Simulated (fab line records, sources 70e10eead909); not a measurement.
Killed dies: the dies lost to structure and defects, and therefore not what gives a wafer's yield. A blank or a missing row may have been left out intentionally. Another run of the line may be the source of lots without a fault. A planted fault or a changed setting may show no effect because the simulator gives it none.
Which tool did it? | flow nand harc | Sampling: 6 lots, 18 wafers, 4 of 1159 route steps

== WHAT THE GAUGES READ, wafer by wafer ==
NHARC_P_GATE_CD_MEAS_59: the cd target is 720 nm.
lot  | measured     | on        | cd nm (nm)
L710 | day 6 05:34  | cd sem-01 | 719.2 719.0 720.7
L716 | day 7 12:20  | cd sem-01 | 719.3 719.4 718.6
L717 | day 8 05:51  | cd sem-02 | 719.2 720.7 721.3
L720 | day 8 18:24  | cd sem-02 | 719.1 717.7 717.0
L728 | day 10 15:32 | cd sem-01 | 739.8 738.5 738.5
L729 | day 10 15:55 | cd sem-03 | 736.5 738.5 738.0

== WHAT TOOL EACH LOT RAN ON (gives the tool, then ch and the chambers of the sampled wafers, and finally the start) ==
lot  | NHARC_P_GATE_DEP_103            | NHARC_P_GATE_ETCH_32             | NHARC_P_GATE_EXPOSE_56
L710 | pecvd-04 ch 0,1, day 5 15:10    | rie si-05 ch 0,1,2, day 5 16:31  | krf scanner-03 ch 0, day 6 05:25
L716 | pecvd-04 ch 0,2, day 6 21:47    | rie si-05 ch 1,2, day 6 23:22    | krf scanner-03 ch 0, day 7 12:11
L717 | pecvd-01 ch 0,1, day 7 11:26    | rie si-05 ch 0,1,3, day 7 12:49  | krf scanner-04 ch 0, day 8 05:41
L720 | pecvd-04 ch 1,2, day 8 03:58    | rie si-05 ch 1,2,3, day 8 05:22  | krf scanner-01 ch 0, day 8 18:14
L728 | pecvd-03 ch 0,1,2, day 10 00:53 | rie si-05 ch 0,1,2, day 10 02:20 | krf scanner-01 ch 0, day 10 15:23
L729 | pecvd-03 ch 0,1,2, day 10 01:33 | rie si-05 ch 0,2, day 10 02:44   | krf scanner-01 ch 0, day 10 15:46
- NHARC_P_GATE_DEP_103: deposits SiON, target thk 30 nm.
- NHARC_P_GATE_ETCH_32: etches the open film in HBr/Cl2, target depth 150 nm, time 100.1 s.
- NHARC_P_GATE_EXPOSE_56: exposes mask P PSD, target cd 720 nm.

== THE ANSWER, worked out from the rows above alone ==
Rule: usual is defined by the lots themselves. The widest of any qualifying gaps counts: lots, ordered by their means at a reading, are off when they make up no more than a third of the lots, leave a main group of 4 or more, and stand apart from it by 3 or more times the standard deviation of that group's means. Not used: any main group whose means are identical at the precision the tables above print for the reading. A lot without any number at a reading at which 4 lots or more have one is off too. All remaining lots with rows at the step are treated as sound.
Off: L728, L729, at NHARC_P_GATE_CD_MEAS_59 (cd nm). The main group: mean 719.3 nm, standard deviation 0.9.
A tool fits if, at a process step before that reading, it ran every lot that is off, and no sound lot after the first of them. Gauges at NHARC_P_GATE_CD_MEAS_59: tried the same way as those tools. Can't be told from this: 3 tools fit, pecvd-03 at NHARC_P_GATE_DEP_103, rie si-05 at NHARC_P_GATE_ETCH_32, krf scanner-01 at NHARC_P_GATE_EXPOSE_56.

== WHAT WAS PUT IN BY THE SIMULATOR ==
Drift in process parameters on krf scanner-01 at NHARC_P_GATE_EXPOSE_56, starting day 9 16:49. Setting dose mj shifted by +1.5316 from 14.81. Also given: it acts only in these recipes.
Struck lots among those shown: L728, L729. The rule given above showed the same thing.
